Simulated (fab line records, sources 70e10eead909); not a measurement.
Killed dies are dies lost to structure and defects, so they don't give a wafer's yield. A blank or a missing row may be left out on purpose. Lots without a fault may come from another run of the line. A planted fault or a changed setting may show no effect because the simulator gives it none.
Which tool did it? | flow nand_harc | 13 lots, 39 wafers sampled, at 6 steps of a route of 1159

WHAT THE GAUGES READ, wafer by wafer
NHARC_A_ZERO_WELL_INSPECT_17. Usual: raw_defect_count 10, standard deviation 5.1.
lot  | measured     | on                | raw_defect_count | flag
L342 | day 6 07:29  | defect_inspect-01 | 10 5 6           |
L344 | day 6 17:30  | defect_inspect-01 | 5 28 9           |
L346 | day 7 11:17  | defect_inspect-01 | 16 9 5           |
L345 | day 7 11:34  | defect_inspect-01 | 9 8 5            |
L347 | day 7 21:43  | defect_inspect-02 | 6 21 8           |
L348 | day 8 03:20  | defect_inspect-01 | 13 10 7          |
L351 | day 8 18:55  | defect_inspect-02 | 19 18 11         |
L352 | day 9 00:39  | defect_inspect-01 | 21 21 11         |
L356 | day 9 21:37  | defect_inspect-02 | 8 13 7           |
L357 | day 10 06:34 | defect_inspect-01 | 12 11 11         |
L361 | day 11 04:37 | defect_inspect-02 | 6 1 5            |
L365 | day 11 23:18 | defect_inspect-01 | 6 8 5            |
L363 | day 12 00:15 | defect_inspect-02 | 5 5 7            |

NHARC_A_ONON_D1_THK_MEAS_30: measures by ellipsometry. Usual: thk_nm 1000 nm, standard deviation 12.
lot  | measured     | on            | thk_nm (nm)    | flag
L342 | day 7 14:16  | film_metro-01 | 982 984 984    |
L344 | day 8 02:27  | film_metro-01 | 1014 1013 1013 |
L346 | day 8 20:13  | film_metro-01 | 1013 1011 1011 |
L345 | day 8 20:12  | film_metro-02 | 998 998 998    |
L347 | day 9 08:25  | film_metro-01 | 992 990 992    |
L348 | day 9 14:28  | film_metro-01 | 975 975 975    |
L351 | day 10 03:49 | film_metro-02 | 990 990 991    |
L352 | day 10 09:43 | film_metro-02 | 998 1000 997   |
L356 | day 11 07:32 | film_metro-01 | 785 785 784    | OFF
L357 | day 11 17:04 | film_metro-02 | 773 775 772    | OFF
L361 | day 12 13:18 | film_metro-01 | 1007 1007 1007 |
L365 | day 13 08:12 | film_metro-01 | 1020 1021 1020 |
L363 | day 13 08:13 | film_metro-02 | 1000 1001 1003 |

NHARC_A_CHANNEL_HOLE_D1_CD_MEAS_18. Usual: cd_nm 98.8 nm, standard deviation 2.5.
lot  | measured     | on        | cd_nm (nm)       | flag
L342 | day 7 20:44  | cd_sem-02 | 98.8 98.4 100.1  |
L344 | day 8 06:59  | cd_sem-02 | 100.0 97.0 99.6  |
L346 | day 9 01:35  | cd_sem-02 | 96.5 94.2 93.2   |
L345 | day 9 01:31  | cd_sem-01 | 96.6 100.6 96.9  |
L347 | day 9 13:07  | cd_sem-03 | 98.1 96.4 96.4   |
L348 | day 9 19:05  | cd_sem-01 | 97.5 99.4 94.6   |
L351 | day 10 09:05 | cd_sem-02 | 98.8 96.5 99.2   |
L352 | day 10 14:26 | cd_sem-01 | 99.8 100.0 97.5  |
L361 | day 12 17:47 | cd_sem-02 | 102.3 96.9 99.4  |
L365 | day 13 14:21 | cd_sem-01 | 98.3 97.7 100.0  |
L363 | day 13 16:22 | cd_sem-01 | 100.6 100.9 98.1 |

NHARC_END_SORT_01. Usual: killed_at_array 27, standard deviation 11; killed_at_other 0.6, standard deviation 0.89; killed_at_periphery 3.0, standard deviation 2.4; killed_dies 31, standard deviation 12; killed_open 3.2, standard deviation 1.6; killed_short 2.0, standard deviation 1.5.
lot  | measured     | on        | killed_at_array | killed_at_other | killed_at_periphery | killed_dies | killed_open | killed_short | flag
L356 | day 22 13:37 | prober-01 | 674 674 670     | 2 0 1           | 1 3 6               | 677 677 677 | 5 3 5       | 3 3 4        | OFF
L357 | day 22 15:20 | prober-02 | 677 675 673     | 0 1 1           | 0 1 3               | 677 677 677 | 5 3 2       | 1 2 4        | OFF

WHICH TOOL RAN EACH LOT (tool, then ch and the chambers of the sampled wafers, then the start)
lot  | NHARC_A_ONON_D1_DEP_28           | NHARC_A_CHANNEL_HOLE_D1_ETCH_38
L342 | pecvd_onon-04 ch 0, day 7 13:45  | rie_diel-08 ch 0,2,3, day 7 19:43
L344 | pecvd_onon-01 ch 0, day 8 01:56  | rie_diel-12 ch 0,2, day 8 05:58
L346 | pecvd_onon-04 ch 0, day 8 19:43  | rie_diel-09 ch 1,2,3, day 9 00:34
L345 | pecvd_onon-03 ch 0, day 8 19:41  | rie_diel-08 ch 1,2,3, day 9 00:19
L347 | pecvd_onon-03 ch 0, day 9 07:54  | rie_diel-08 ch 1,2, day 9 12:05
L348 | pecvd_onon-04 ch 0, day 9 13:57  | rie_diel-08 ch 0,3, day 9 17:53
L351 | pecvd_onon-01 ch 0, day 10 03:19 | rie_diel-09 ch 0,1,3, day 10 08:04
L352 | pecvd_onon-01 ch 0, day 10 09:19 | rie_diel-08 ch 0,1, day 10 13:25
L356 | pecvd_onon-01 ch 0, day 11 07:05 | -
L357 | pecvd_onon-01 ch 0, day 11 16:44 | -
L361 | pecvd_onon-03 ch 0, day 12 12:47 | rie_diel-08 ch 2,3, day 12 16:46
L365 | pecvd_onon-04 ch 0, day 13 07:41 | rie_diel-09 ch 0,3, day 13 13:20
L363 | pecvd_onon-03 ch 0, day 13 07:42 | rie_diel-09 ch 0,1,2, day 13 15:20
- NHARC_A_ONON_D1_DEP_28: target thk 1000 nm.
- NHARC_A_CHANNEL_HOLE_D1_ETCH_38: etches the open film in CF4, target depth 39 nm, time 65 s.

WHAT THE TOOLS THEMSELVES READ (means of the sampled wafers that have a number; where no wafer has one, the mark that the record gives instead)
NHARC_A_CHANNEL_HOLE_D1_ETCH_38. Usual: bias_w 100.00 W, standard deviation 0.29; cf4_flow_sccm 150.0 sccm, standard deviation 0.44; drypump_motor_current_A 5.78 A, standard deviation 0.3; oes_product_au 0.997 a.u., standard deviation 0.0089; rf_vpp_V 151.5 V, standard deviation 1.2; showerhead_plenum_p_Torr 1.79 Torr, standard deviation 0.077; throttle_valve_pct 13.284 %, standard deviation 0.009.
lot  | tool        | bias_w (W) | cf4_flow_sccm (sccm) | drypump_motor_current_A (A) | oes_product_au (a.u.) | rf_vpp_V (V) | showerhead_plenum_p_Torr (Torr) | throttle_valve_pct (%) | flag
L342 | rie_diel-08 | 100.09     | 149.9                | 5.93                        | 0.997                 | 151.1        | 1.78                            | 13.286                 |
L344 | rie_diel-12 | 100.01     | 150.4                | 5.62                        | 0.999                 | 152.0        | 1.79                            | 13.282                 |
L346 | rie_diel-09 | 100.04     | 150.1                | 5.94                        | 1.000                 | 151.2        | 1.76                            | 13.290                 |
L345 | rie_diel-08 | 100.03     | 150.1                | 5.74                        | 0.992                 | 151.6        | 1.76                            | 13.279                 |
L347 | rie_diel-08 | 100.04     | 149.7                | 5.97                        | 0.991                 | 150.1        | 1.69                            | 13.280                 |
L348 | rie_diel-08 | 100.09     | 150.5                | 5.71                        | 0.999                 | 152.4        | 1.86                            | 13.282                 |
L351 | rie_diel-09 | 99.82      | 150.1                | 5.73                        | 0.991                 | 152.0        | 1.80                            | 13.280                 |
L352 | rie_diel-08 | 99.70      | 150.0                | 5.97                        | 0.999                 | 151.9        | 1.79                            | 13.280                 |
L361 | rie_diel-08 | 100.22     | 150.1                | 5.72                        | 1.006                 | 151.5        | 1.80                            | 13.280                 |
L365 | rie_diel-09 | 100.00     | 149.7                | 5.69                        | 1.003                 | 152.1        | 1.82                            | 13.283                 |
L363 | rie_diel-09 | 99.95      | 150.1                | 5.80                        | 1.003                 | 150.6        | 1.75                            | 13.284                 |

THE ANSWER, worked out from the rows above alone
Rule: a lot is off if the mean of its wafers that have a number lies more than 3 standard deviations from the usual mean. A lot without any number at a reading at which 4 lots or more have one is off too. The other lots that the step has rows for count as sound. The gauges are gone through in route order, then the tools' own readings, and for those a lot's mean is taken as printed above. The first step at which some lot is off is used, and at that step the reading that is off furthest; a lot without a number counts as furthest.
Off: L356, L357, at NHARC_A_ONON_D1_THK_MEAS_30 (thk_nm).
A tool fits if, at a process step before that reading, it ran every lot that is off, and no sound lot after the first of them. The gauges at NHARC_A_ONON_D1_THK_MEAS_30 aren't tried: what is off there is off at NHARC_END_SORT_01 too, on other tools, and a gauge's error can't cause that. One fits: pecvd_onon-01 at NHARC_A_ONON_D1_DEP_28. Its last sound lot is L352 (day 10 09:19), its first lot that is off L356 (day 11 07:05): a fault that began between those two fits.

WHAT THE SIMULATOR HAD PUT IN
Process parameter drift: pecvd_onon-01, from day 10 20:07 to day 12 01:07, at NHARC_A_ONON_D1_DEP_28. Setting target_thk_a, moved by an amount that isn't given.
Lots struck among those shown: L356, L357. The rule above found the same.
